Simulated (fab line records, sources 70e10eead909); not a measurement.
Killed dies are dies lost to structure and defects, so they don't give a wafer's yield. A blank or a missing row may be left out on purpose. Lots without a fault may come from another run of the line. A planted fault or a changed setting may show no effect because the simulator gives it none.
Chamber matching | flow nand_harc | NHARC_A_STAIRCASE_DESCUM_219 on rie_diel-07: 4 sister chambers
The step chemistry O2, time 3 s. 8 wafers are shown with their chamber, then 9 later ones without.

WAFERS WITH THEIR CHAMBER
wafer  | chamber | showerhead_plenum_p_Torr (Torr) | rf_vpp_V (V)
L081.5 | 3       | 1.85                            | 58.7
L087.5 | 1       | 2.04                            | 58.7
L090.2 | 3       | 1.84                            | 57.6
L090.3 | 1       | 2.03                            | 57.6
L090.4 | 2       | 1.91                            | 57.3
L091.2 | 0       | 1.93                            | 57.6
L091.4 | 2       | 1.91                            | 58.8
L091.5 | 0       | 1.93                            | 57.2

WAFERS WITHOUT THEIR CHAMBER
wafer  | showerhead_plenum_p_Torr (Torr) | rf_vpp_V (V)
L092.1 | 1.91                            | 58.4
L092.3 | 1.84                            | 57.7
L092.6 | 1.91                            | 58.7
L094.1 | 1.84                            | 57.2
L094.2 | 2.03                            | 59.5
L094.4 | 1.91                            | 57.3
L093.1 | 1.93                            | 57.9
L093.4 | 2.03                            | 56.0
L093.6 | 2.03                            | 57.7

WHICH CHAMBER EACH WENT THROUGH
wafer  | from the rows above | in truth
L092.1 | 2                   | 2
L092.3 | 3                   | 3
L092.6 | 2                   | 2
L094.1 | 3                   | 3
L094.2 | 1                   | 1
L094.4 | 2                   | 2
L093.1 | 0                   | 0
L093.4 | 1                   | 1
L093.6 | 1                   | 1
Placed correctly: 9 of 9. Can't be placed from these rows: 0. Placed wrongly: 0.
How it was worked out, from the rows above alone: a wafer's distance from a chamber is the root of the sum, over the readings, of the square of ((its reading less the chamber's mean) divided by the reading's scatter). The wafer belongs to the nearest chamber; if the next one is less than 2 further off, it can't be placed. A chamber's mean is the mean of its shown wafers. The scatter: the root of (the sum of the squares of (reading less its chamber's mean) over the shown wafers, divided by (wafers less chambers)).
